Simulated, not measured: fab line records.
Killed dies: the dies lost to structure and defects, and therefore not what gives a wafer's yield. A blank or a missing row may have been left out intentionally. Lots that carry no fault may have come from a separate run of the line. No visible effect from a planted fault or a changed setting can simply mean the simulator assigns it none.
Matching of chambers    flow n5_finfet    cvd_co-02 running N5_BEOL_M1_PRE_CLEAN_60: 3 sister chambers
The step time 15 s. 3 wafers are shown with their chamber, then 12 later ones without.

== EACH WAFER AND ITS CHAMBER ==
wafer   chamber  heater_power_w (W)
L089.1  2        96
L089.2  1        101
L089.3  0        76

== WAFERS WITH NO CHAMBER GIVEN ==
wafer   heater_power_w (W)
L089.4  97
L089.5  101
L089.6  77
L090.2  95
L090.4  103
L090.6  93
L092.1  101
L092.2  103
L092.3  77
L094.2  101
L094.3  77
L094.5  76

== WHICH CHAMBER EACH ONE RAN IN ==
wafer    from the rows above   in truth
L089.4   2                     2
L089.5   1                     1
L089.6   0                     0
L090.2   2                     2
L090.4   1                     1
L090.6   2                     2
L092.1   1                     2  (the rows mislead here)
L092.2   1                     1
L092.3   0                     0
L094.2   1                     1
L094.3   0                     0
L094.5   0                     0
Correct placement for 11 of the 12. Left unplaced by these rows: 0. 1 placed wrongly.
How it was worked out, from the rows above alone: a wafer's distance from a chamber is the root of the sum, over the readings, of the square of ((its reading less the chamber's mean) divided by the reading's scatter). If the next closest chamber is less than 2 further off than the closest, the wafer can't be placed; otherwise it belongs to the closest. A chamber's mean is the mean of its shown wafers. The scatter: with one shown wafer a chamber, the root of the mean of the squares of how far each hidden wafer lies from its nearest shown one.
